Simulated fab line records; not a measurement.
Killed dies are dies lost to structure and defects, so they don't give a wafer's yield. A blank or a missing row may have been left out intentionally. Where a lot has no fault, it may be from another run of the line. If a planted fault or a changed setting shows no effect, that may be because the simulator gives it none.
fab line records	flow n5-finfet
[record] lots = 4	wafers = 12	last-day = 17
route steps=1938 shown BEOL_M4@1099 BEOL_M5@1112 BEOL_M15@1820 PASSIVATION@1936
lots with no fault: from the same line, run without faults
start-h: hours from the record's opening day to when the first of the lot's shown wafers began	wait-h: hours elapsed since this lot's preceding step	" the same as in the row above	L1.1+2: one row covering several wafers at once	- either no value or no given start	* or withheld: withheld	< > ~ a bound
route shown NAME@n: a module of which the file shows steps, and the number in the route of the first	usual: mean/standard deviation of fault-free wafers	same: alike in all rows	chamber/n: place in a boat	sites: per-site readings	_std_site: their standard deviation	_edge_site: inner sites' mean taken away from outer sites' mean	radius-mm: how far each site lies from the wafer's centre	mask NAME#n: copy n	behind: the tool/chamber that last shaped the wafer	hold: why the lot was held/for how many hours/how that ended	device: names the non-switching transistor (n, p or np)	end of line: the same wafers' tests at the end of the route	a step with no rows: only its recipe	killed: dies that structure and defects cost at the first sort, which is not the same as the wafer's yield	map: per-die view of a wafer (x killed, . not killed, _ where there is no die)
set.NAME: setting as actually run; set.NAME@STEP: the setting as run at that earlier step	model.NAME: the simulator's own value behind a step, which no gauge read
a table for each step, a row for each wafer; lots at some steps of the route
services: when a tool's chamber went out of use (start-h, in hours from the record's first day, below 0 if earlier), for how many hours, and the reason
[[steps]]
[step N5_BEOL_M4_ANNEAL_95]
[recipe] temp-c = 400	time-s = 240	ambient = vacuum
[step N5_BEOL_M4_SPUTTER_96]
[recipe] material = Cu	target-thk-a = 45	temp-c = -20	chamber-pressure-pa = 0.07	power-w = withheld	time-s = 8.29
[step N5_BEOL_M4_ECD_50]
[recipe] material = Cu	target-thk-a = 3000
[step N5_BEOL_M4_ANNEAL_51]
[recipe] temp-c = 225	time-s = 90	ambient = N2
[step N5_BEOL_M4_CMP_52]
[recipe] stop-on = SiOC	t-overpolish-s = 6.8	down-force-psi = 1	platen-rpm = 50	clearing-platen-down-force-psi = 1.5	clearing-platen-rpm = 50	post-cmp-clean = cu-alkaline	target-thk-nm = 40	clearing-platen-pad-velocity-m-s = 0.99484	pad-velocity-m-s = 0.99484
[step N5_BEOL_M4_PRE_CLEAN_60]
[recipe] gas = NH3/H2	time-s = 15	temp-c = *	rf-power-w = 300
[step N5_BEOL_M4_CO_CAP_55]
[recipe] material = Co	target-thk-a = 20	temp-c = 200	precursor = CCTBA/H2	pressure-torr = 30	time-s = 102.1
[step N5_BEOL_M4_PRE_CLEAN_56]
[recipe] gas = NH3	time-s = 15	temp-c = withheld	rf-power-w = 300
[step N5_BEOL_M4_DEP_57]
[recipe] material = SiCN	target-thk-a = 80	temp-c = withheld	precursor = 3MS/NH3	pressure-torr = 3	rf-w = 202	time-s = 14
[step N5_BEOL_M4_RC_MEAS_101]
[usual] DIBL_N = 36.6/2.3	DIBL_P = 36.3/2.8	IOFF_N = 0.17/0.047	IOFF_P = 0.22/0.048	ION_N = 676/14	ION_P = 463/9.4	SS_N = 71.6/0.84	SS_P = 73.4/0.85	VT_N = 249/3.7	VT_P = -249/3.6
lot.wafer	tool	chamber	start-h	wait-h	DIBL_N[mV/V]	DIBL_P[mV/V]	IOFF_N[nA/um]	IOFF_P[nA/um]	ION_N[uA/um]	ION_P[uA/um]	SS_N[mV/dec]	SS_P[mV/dec]	VT_N[mV]	VT_P[mV]
L924.2	prober-02	0	245.93	0.2	35.8	36.9	0.15	0.19	660	454	71.5	72.7	250	-253
L924.4	"	0	"	"	37.9	39.3	0.18	0.22	682	467	72.7	73.5	248	-248
L924.6	"	0	"	"	36.3	37.8	0.14	0.21	660	455	71.0	73.5	256	-251
L926.2	prober-01	0	256.45	0.2	34.3	34.3	0.13	0.18	665	457	70.6	73.0	250	-250
L926.3	"	0	"	"	33.8	32.4	0.12	0.16	669	463	71.2	72.7	255	-253
L926.4	"	0	"	"	33.8	33.4	0.12	0.17	647	445	71.3	72.8	256	-252
L929.1	prober-01	0	287.03	0.0	35.7	36.3	0.14	0.21	665	455	71.8	72.9	254	-250
L929.3	"	0	"	"	34.5	35.4	0.14	0.20	678	465	71.7	72.7	250	-249
L929.6	"	0	"	"	35.3	36.4	0.14	0.21	672	471	71.3	73.1	253	-249
L930.1	prober-02	0	294.86	0.0	36.3	35.6	0.18	0.20	687	461	71.3	73.9	247	-252
L930.3	"	0	"	"	34.6	34.0	0.16	0.19	687	461	70.3	72.7	246	-251
L930.5	"	0	"	"	33.7	32.8	0.14	0.17	657	450	70.8	73.1	251	-253
[step N5_BEOL_M5_ILD_DEP_00]
[recipe] material = SiCOH_lowk	target-thk-a = 1406.4	temp-c = 300	precursor = DEMS/porogen	pressure-torr = 5	rf-w = 500	time-s = 25.9
[step N5_BEOL_M5_CURE_79]
[recipe] temp-c = 385	time-s = 240	ambient = He/Ar	material = SiCOH_lowk
[step N5_BEOL_M5_PECVD_70]
[recipe] material = SiO2	target-thk-a = 160	temp-c = 400	precursor = TEOS/O2	pressure-torr = 5.5	rf-w = 450	teos-flow-sccm = 53.8	gas = O2	flow-sccm = 3000	time-s = 18
[step N5_BEOL_M5_HM_DEP_02]
[recipe] material = TiN	target-thk-a = 200	temp-c = 25	chamber-pressure-pa = 0.49996
[step N5_BEOL_M5_COAT_59]
[recipe] resist = SOC	temp-c = 250	time-s = 60	spin-rpm = 1500	resist-thk-nm = 60
[step N5_BEOL_M5_COAT_60]
[recipe] resist = SiARC	temp-c = 220	time-s = 60	spin-rpm = 1500	resist-thk-nm = 12
[step N5_BEOL_M5_COAT_71]
[recipe] resist = underlayer	temp-c = 205	time-s = 60	spin-rpm = 1500	resist-thk-nm = 5
[step N5_BEOL_M5_COAT_05]
[recipe] resist = CAR-EUV	spin-rpm = 1500	resist-thk-nm = 30
[step N5_BEOL_M5_EBR_07]
[recipe] solvent = PGMEA	ebr-width-mm = 1.5
[step N5_BEOL_M5_SOFTBAKE_06]
[recipe] temp-c = 110	time-s = 60	resist = CAR-EUV
[step N5_BEOL_M5_EXPOSE_08]
[recipe] mask-id = M5	na = 0.33	source-shape = annular	sigma-inner = 0.4	sigma-outer = 0.8	polarization = unpolarized	target-cd-nm = 28	dose-mj = 35.75
[step N5_BEOL_M5_PEB_09]
[recipe] peb-temp-c = 100	peb-time-s = 60	resist = CAR-EUV
[step N5_BEOL_M5_DEVELOP_10]
[recipe] develop-time-s = 30	developer = TMAH	resist = CAR-EUV	rinse-liquid = surfactant-rinse	dry = air-spin	dev-temp-c = 23
[step N5_BEOL_M5_DESCUM_16]
[recipe] chemistry = O2	time-s = 7	source-power-w = 50	bias-power-w = 20	pressure-mtorr = 20	rf-frequency-hz = 2.712e+07	temp-c = 40	resist = CAR-EUV	o2-flow-sccm = 225
[step N5_BEOL_M5_ETCH_72]
[recipe] chemistry = N2/H2	target = underlayer	target-depth-a = 65	mask-material = CAR-EUV	time-s = 5.2	ion-energy-ev = 200	pressure-mtorr = 30	source-w = 840	bias-w = 150	n2-flow-sccm = 200	h2-flow-sccm = 200	ends = cleared
[step N5_BEOL_M5_ETCH_61]
[recipe] chemistry = CF4	target = SiARC	target-depth-a = 156	mask-material = CAR-EUV	time-s = 26	ion-energy-ev = 80	pressure-mtorr = 40	source-w = 545	bias-w = 36	Ar_flow_sccm = 100	cf4-flow-sccm = 100	ends = cleared
[step N5_BEOL_M5_ETCH_62]
[recipe] chemistry = N2/H2	target = SOC	target-depth-a = 750	overetch-a = 150	mask-material = SiARC	temp-c = 40	time-s = 112.5	ion-energy-ev = 200	pressure-mtorr = 30	source-w = 840	bias-w = 150	n2-flow-sccm = 200	h2-flow-sccm = 200
[step N5_BEOL_M5_STRIP_63]
[recipe] chemistry = N2/H2	temp-c = 40	n2-flow-sccm = 200	h2-flow-sccm = 200	rf-frequency-hz = 6e+07
[step N5_BEOL_M5_STRIP_73]
[recipe] chemistry = N2/H2	temp-c = 40	n2-flow-sccm = 200	h2-flow-sccm = 200	rf-frequency-hz = 6e+07
[step N5_BEOL_M5_STRIP_64]
[recipe] chemistry = CF4	resist = SiARC	power-w = 300	bias-power-w = 75	pressure-mtorr = 50	cf4-flow-sccm = 150	rf-frequency-hz = 6e+07
[step N5_BEOL_M5_HM_OPEN_17]
[recipe] chemistry = Cl2/BCl3	target-depth-a = 200	overetch-a = 60	target = TiN	mask-material = SOC	ion-energy-ev = 150	pressure-mtorr = 10	icp-w = 1000	bias-w = 126	Cl2_flow_sccm = 53.25	bcl3-flow-sccm = 21.75	Ar_flow_sccm = 25
[step N5_BEOL_M5_STRIP_19]
[recipe] chemistry = O2	power-w = 400	temp-c = 40	pressure-mtorr = 30	rf-frequency-hz = 6e+07	bias-power-w = 0	overash-fraction = 0.2	o2-flow-sccm = 225
[step N5_BEOL_M5_COAT_65]
[recipe] resist = SOC	temp-c = 250	time-s = 60	spin-rpm = 1500	resist-thk-nm = 60
[step N5_BEOL_M5_COAT_66]
[recipe] resist = SiARC	temp-c = 220	time-s = 60	spin-rpm = 1500	resist-thk-nm = 12
[step N5_BEOL_M15_SPUTTER_44]
[recipe] material = Ta	target-thk-a = 150	temp-c = 50	bias-v = 80	power-w = 15000	chamber-pressure-pa = 0.07	time-s = 24.19
[usual] bias-v = 79.9/0.75	cathode-dc-power-W = 15000/2.8	throttle-valve-pct = 29.9/0.92
lot.wafer	tool	chamber	start-h	wait-h	bias-v	cathode-dc-power-W	throttle-valve-pct
L924.2	pvd-sputter-01	-	345.32	0.0	-	-	-
L924.4	"	-	"	"	-	-	-
L924.6	"	-	"	"	-	-	-
L926.2	pvd-sputter-03	-	347.08	0.0	-	-	-
L926.3	"	-	"	"	-	-	-
L926.4	"	-	"	"	-	-	-
L929.1	pvd-sputter-01	-	376.01	0.0	79.4	14996	29.4
L929.3	"	-	"	"	79.4	15001	28.5
L929.6	"	-	"	"	79.1	15005	30.4
L930.1	pvd-sputter-03	-	388.98	0.0	80.1	14998	30.2
L930.3	"	-	"	"	79.7	14998	29.7
L930.5	"	-	"	"	78.3	15000	30.5
[step N5_BEOL_M15_CMP_49]
[recipe] stop-on = SiO2	t-overpolish-s = 4.9	down-force-psi = 2	platen-rpm = 80	clearing-platen-down-force-psi = 2	clearing-platen-rpm = 80	post-cmp-clean = cu-alkaline	target-thk-nm = 850	clearing-platen-pad-velocity-m-s = 1.5917	pad-velocity-m-s = 1.5917
[usual] barrier-field-endpoint-s = 11.2/0.38	motor-current-A = 8.1/0.72
lot.wafer	tool	chamber	start-h	wait-h	barrier-field-endpoint-s	motor-current-A
L924.4	cmp-02	3	346.06	0.1	5.7	8.2
L924.2	"	0	"	"	5.2	8.0
L924.6	"	3	"	"	5.6	8.0
L926.3	cmp-02	2	348.02	0.2	5.3	8.6
L926.4	"	0	"	"	5.4	8.1
L926.2	"	1	"	"	5.6	9.4
L929.3	cmp-01	2	376.79	0.2	11.8	8.3
L929.1	"	0	"	"	11.6	7.3
L929.6	"	2	"	"	11.6	8.0
L930.1	cmp-03	0	389.76	0.3	11.0	8.3
L930.3	"	1	"	"	10.5	8.6
L930.5	"	0	"	"	10.8	7.9
[step N5_PASSIVATION_PROBE_49]
[usual] defect-limited-yield = 91.5/1.5	killed_at_M0_to_M3 = 33/9.9	killed_at_M4_up = 14/5.2	killed-at-contacts = 11/5.2	killed-at-front-end = 38/10	killed-at-other = 4/3.5	killed-dies = 100/18	killed-on-rim = 13/4.1	killed-open = 66/14	killed-short = 32/6.9	sort_bin_5_function = 5.0/1	sort_bin_6_memory = 3.1/0.69	sort-n-pass = 1080/18	sort-yield-pct = 91.5/1.5
[same] gross-dies = 1180	killed-at-back-side = 0	sort_bin_4_leakage[%] = 0	sort_bin_8_speed[%] = 0
lot.wafer	tool	chamber	start-h	wait-h	defect-limited-yield[%]	killed_at_M0_to_M3	killed_at_M4_up	killed-at-contacts	killed-at-front-end	killed-at-other	killed-dies	killed-on-rim	killed-open	killed-short	sort_bin_5_function[%]	sort_bin_6_memory[%]	sort-n-pass	sort-yield-pct[%]
L924.2	prober-02	-	360.08	0.1	83.0	24	127	8	39	3	201	70	54	35	14.2	2.6	979	83.0
L924.4	prober-02	-	360.18	0.2	81.9	22	129	11	36	15	213	57	60	34	15.0	2.5	967	81.9
L924.6	prober-02	-	360.28	0.3	83.1	17	128	8	39	7	199	59	45	32	13.6	3.1	981	83.1
L926.2	prober-01	-	365.27	0.1	83.0	26	109	22	42	2	201	27	66	29	14.2	2.7	979	83.0
L926.3	prober-01	-	365.32	0.1	82.4	19	119	15	49	6	208	12	64	32	14.3	3.1	972	82.4
L926.4	prober-01	-	365.37	0.2	84.7	16	125	8	29	3	181	54	47	23	13.2	2.1	999	84.7
L929.1	prober-01	-	392.10	0.0	90.9	29	14	13	50	1	107	13	71	32	5.5	3.1	1073	90.9
L929.3	prober-01	-	392.20	0.1	90.8	33	6	16	53	0	108	18	66	40	5.6	3.2	1072	90.8
L929.6	prober-01	-	392.35	0.3	91.0	43	8	6	47	2	106	10	65	39	5.3	3.2	1074	91.0
L930.1	prober-01	-	404.08	0.0	90.2	47	12	8	44	5	116	9	69	45	5.3	4.4	1064	90.2
L930.3	prober-01	-	404.18	0.1	91.8	41	12	5	33	6	97	13	63	33	5.1	3.0	1083	91.8
L930.5	prober-01	-	404.28	0.2	89.3	33	24	15	46	8	126	15	89	36	6.1	4.1	1054	89.3
// killed by level:class
L924.2 BEOL_M15:area-sputter=112 FIN_SAQP:geometric-particle:short=6 STI_FIN_REVEAL:geometric-particle:open=6 DUMMY_GATE:geometric-particle:open=6 BEOL_M4:geometric-particle:open=6 MOL_CONTACT_COAG:geometric-particle:open=5 BEOL_M3:geometric-particle:short=5 FIN_SAQP:geometric-particle:open=4
L924.4 BEOL_M15:area-sputter=118 MOL_CONTACT_COAG:geometric-particle:open=8 FIN_SAQP:geometric-particle:short=5 STI_FIN_REVEAL:geometric-particle:open=5 BEOL_M2:geometric-particle:open=5 BEOL_M4:geometric-particle:open=5 FIN_SAQP:geometric-particle:open=4 GATE_CUT:geometric-particle:short=4
L924.6 BEOL_M15:area-sputter=122 FIN_SAQP:geometric-particle:short=7 BEOL_M2:geometric-particle:open=7 GATE_CUT:geometric-particle:short=6 MOL_CONTACT_COAG:geometric-particle:open=6 STI_FIN_REVEAL:geometric-particle:open=5 STARTING-WAFER:geometric-particle:open=5 ILD0:geometric-particle:short=4
L926.2 BEOL_M15:area-sputter=105 MOL_CONTACT_COAG:geometric-particle:open=18 STI_FIN_REVEAL:geometric-particle:open=12 ILD0:geometric-particle:short=6 BEOL_M0:geometric-particle:open=6 BEOL_M1:geometric-particle:open=6 FIN_SAQP:geometric-particle:open=5 DUMMY_GATE:geometric-particle:open=4
L926.3 BEOL_M15:area-sputter=110 MOL_CONTACT_COAG:geometric-particle:open=14 STI_FIN_REVEAL:geometric-particle:open=10 FIN_SAQP:geometric-particle:short=6 GATE_CUT:geometric-particle:short=6 BEOL_M1:geometric-particle:open=5 BEOL_M3:geometric-particle:open=5 STARTING-WAFER:geometric-particle:open=5
L926.4 BEOL_M15:area-sputter=109 MOL_CONTACT_COAG:geometric-particle:open=6 DUMMY_GATE:geometric-particle:open=5 STI_FIN_REVEAL:geometric-particle:open=4 ILD0:geometric-particle:open=4 BEOL_M0_SAQP:geometric-particle:open=4 BEOL_M4:geometric-particle:short=4 BEOL_M5:geometric-particle:open=4
L929.1 BEOL_M3:geometric-particle:open=13 MOL_CONTACT_COAG:geometric-particle:open=11 FIN_SAQP:geometric-particle:open=10 STI_FIN_REVEAL:geometric-particle:open=10 FIN_SAQP:geometric-particle:short=9 DUMMY_GATE:geometric-particle:open=5 GATE_CUT:geometric-particle:short=4 BEOL_M0_SAQP:geometric-particle:open=4
L929.3 FIN_SAQP:geometric-particle:open=15 FIN_SAQP:geometric-particle:short=14 STI_FIN_REVEAL:geometric-particle:open=12 MOL_CONTACT_COAG:geometric-particle:open=12 BEOL_M0_SAQP:geometric-particle:short=8 BEOL_M1:geometric-particle:open=8 BEOL_M3:geometric-particle:open=7 BEOL_M3:geometric-particle:short=5
L929.6 FIN_SAQP:geometric-particle:open=16 FIN_SAQP:geometric-particle:short=15 BEOL_M3:geometric-particle:open=13 BEOL_M0_SAQP:geometric-particle:short=9 BEOL_M1:geometric-particle:open=8 BEOL_M0_SAQP:geometric-particle:open=7 STI_FIN_REVEAL:geometric-particle:open=5 STARTING-WAFER:geometric-particle:short=4
L930.1 FIN_SAQP:geometric-particle:open=14 BEOL_M0_SAQP:geometric-particle:open=11 BEOL_M3:geometric-particle:open=10 BEOL_M0_SAQP:geometric-particle:short=9 STI_FIN_REVEAL:geometric-particle:open=8 BEOL_M2:geometric-particle:open=8 MOL_CONTACT_COAG:geometric-particle:open=7 BEOL_M3:geometric-particle:short=7
L930.3 BEOL_M0_SAQP:geometric-particle:short=9 BEOL_M2:geometric-particle:open=9 BEOL_M0_SAQP:geometric-particle:open=8 BEOL_M3:geometric-particle:open=6 FIN_SAQP:geometric-particle:open=5 STI_FIN_REVEAL:geometric-particle:open=5 DUMMY_GATE:geometric-particle:open=5 MOL_CONTACT_COAG:geometric-particle:open=5
L930.5 FIN_SAQP:geometric-particle:open=12 MOL_CONTACT_COAG:geometric-particle:open=12 BEOL_M0_SAQP:geometric-particle:open=12 BEOL_M3:geometric-particle:open=9 BEOL_M4:geometric-particle:open=8 BEOL_M0_SAQP:geometric-particle:short=7 FIN_SAQP:geometric-particle:short=6 STI_FIN_REVEAL:geometric-particle:open=5
// map L924.4 (x killed, . not)
_________________xxxx.....x..________________
______________x.x..x.xx.x.x....x_____________
___________xx.x.xx.xx..x..x.x.xxxxx__________
__________xx.....x.x.x.x...xx...x.xx_________
________.x.x..x............x.x...xx.x._______
_______x.x.......x.x...........x....x..______
______.x..................x............x_____
_____.x...xx..........................x..____
____...........x......x.x.......x......x.x___
___x......x.......................x....x..x__
___x.x..xx...x.....................x......x__
__x.x..x....x....................x..x..xx..._
__.............................x.........xx._
_x.x.............x..x.......................x
_..x.x......x....x...................x..x...x
_.xx...............................x.xx..xx..
_...x..x.................x...........x.......
_.x...x....x.........xx........x............x
_xx.....x........x.......................x...
_xxxx.x......................x.........x...xx
_x..x...x.....x.x...x......x.....x......xx.x.
__.x......x......x...x..x..x.......x.......x_
__x.x...............x...x..................._
___.x..............x.....................xx__
___.x.x......x.....x......x.....x..x..xx...__
____xxx.x............x...x................___
_____..x......x.....................x....____
______x..x......x..............x.....xx._____
_______.....x.x..x....x.............x..______
________x..x.x.xx...............x....._______
__________..xx....x....x............_________
___________xx..x.x..x...........xx.__________
______________.....xx....x......_____________
_________________x.....x...xx________________
// map L926.3 (x killed, . not)
_________________x...........________________
______________........x........x_____________
___________xx......x.......x.......__________
__________.....x...............x...._________
________......x...x.......x.....x..x.._______
_______..x........xx...................______
______..........x......................._____
_____...............xx...x...x.........x.____
____..............xx.xx.x.xxx....x........___
___........x........xx.xx..x...............__
___..............x.x...x..x.x..........x...__
__...xx.x.x...........x...x.x...x..........._
__...........x..x.x..xx..................x.x_
_.............xx.....x.x.xx.x.x....x.........
_..................xx..xxx.x......xx.........
_............x....xx.xx.xxx.x..x...........x.
_......x.......x..x.x.x..x..x.xx............x
_..........x.x...xxx.xx.xx......xxx........x.
_........x.....x...x.xx.xxxx.xxxx..x..x..x...
_.......xxx..x...x....x..xxxxx.x.............
_..x....xx..........x..x.xx......x.x.........
__........x.xx.......xx..xx.....x........x.._
__............x....x.xxx..x.xx..x..........x_
___..........x..........x..xxxx............__
___..............xx.....xx.x.x......x......__
____x.x.....x....x...x............x...x...___
_____...........x......xx.......x........____
______............x.........x...x......._____
_______.......x...x.........x..........______
________.......................xx....._______
__________.........x.x..x......x...._________
___________.....x.............x....__________
______________....xx.........x.._____________
_________________..x.........________________
[[services]]
tool	chamber	start-h	hours	kind
cmp-01	-	339.06	4.9	pm
cmp-03	-	347.65	1.0	repair
cmp-01	-	349.24	1.2	repair
cmp-03	-	368.25	3.7	repair
cmp-01	-	370.05	3.5	repair
cmp-02	-	373.50	4.0	pm
cmp-02	-	377.50	-	consumable-replace:conditioner
cmp-02	-	377.50	-	consumable-replace:pad
pvd-sputter-03	-	389.76	3.1	repair
[[key]]
[first-sign] step = N5_BEOL_M15_SPUTTER_44	reading = tool-record	direction = missing
[effect] step = N5_BEOL_M15_CMP_49	reading = barrier-field-endpoint-s	direction = down	sigmas = 15	usual = 11.2	struck = 5.5
[effect] step = N5_PASSIVATION_PROBE_49	reading = killed_at_M4_up	direction = up	sigmas = 21	usual = 14	struck = 123
[more-kills-born-at] N5_BEOL_M15_SPUTTER_44@pvd-sputter-01 = 352	N5_BEOL_M15_SPUTTER_44@pvd-sputter-03 = 324
met-at N5_BEOL_M15_SPUTTER_44
struck-wafers L924.2,L924.4,L924.6,L926.2,L926.3,L926.4
[fault] kind = skipped-step-whole	tool = pvd-sputter-01,pvd-sputter-03	chamber = -	onset-h = 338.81	steps = N5_BEOL_M15_SPUTTER_44	scope = struck-lots-only
